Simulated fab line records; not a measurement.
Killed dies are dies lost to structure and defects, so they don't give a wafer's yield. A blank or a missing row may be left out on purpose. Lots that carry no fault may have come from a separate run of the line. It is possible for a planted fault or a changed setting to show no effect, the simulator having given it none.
What tool caused it? | flow n5-finfet | 12 lots, 36 wafers sampled, at 1 step of a route of 1938

## WHAT THE GAUGES SHOWED, per wafer
N5_BEOL_M10_OVL_MEAS_12.
lot  | measured     | on         | M10_OVL (nm)
L074 | day 12 23:10 | overlay-01 | -0.5 0.2 0.4
L077 | day 13 16:02 | overlay-01 | -0.4 0.1 0.2
L081 | day 14 05:32 | overlay-01 | 1.1 1.0 0.5
L082 | day 14 18:00 | overlay-01 | 1.4 0.7 1.1
L083 | day 14 21:02 | overlay-01 | 1.8 0.3 1.6
L086 | day 15 14:35 | overlay-01 | -0.7 0.8 -0.5
L088 | day 16 06:55 | overlay-01 | 1.3 -0.2 0.2
L087 | day 16 11:13 | overlay-01 | 0.5 -0.5 0.0
L090 | day 17 12:29 | overlay-01 | 1.2 -0.1 -0.7
L094 | day 17 21:17 | overlay-01 | 1.5 1.8 0.9
L097 | day 18 16:37 | overlay-01 | 1.5 -0.6 -0.1
L095 | day 19 22:29 | overlay-02 | 0.6 0.1 0.2

## WHICH TOOL RAN EACH LOT (tool, then ch and the chambers of the sampled wafers, then the start)
Record: no process step prior to these readings.

## THE ANSWER, worked out from the rows above alone
Rule: the usual values come from the lots themselves. The widest of any qualifying gaps counts: lots, ordered by their means at a reading, are off when they make up no more than a third of the lots, leave a main group of 4 or more, and stand apart from it by 3 or more times the standard deviation of that group's means. Not used: any main group whose means are identical at the precision the tables above print for the reading. Also off: a lot with no number at a reading for which 4 or more lots have one. Where the step has rows for the other lots, those lots are counted as sound.
None of the lots is off at any reading shown; this tells nothing.

## WHAT WAS PUT IN BY THE SIMULATOR
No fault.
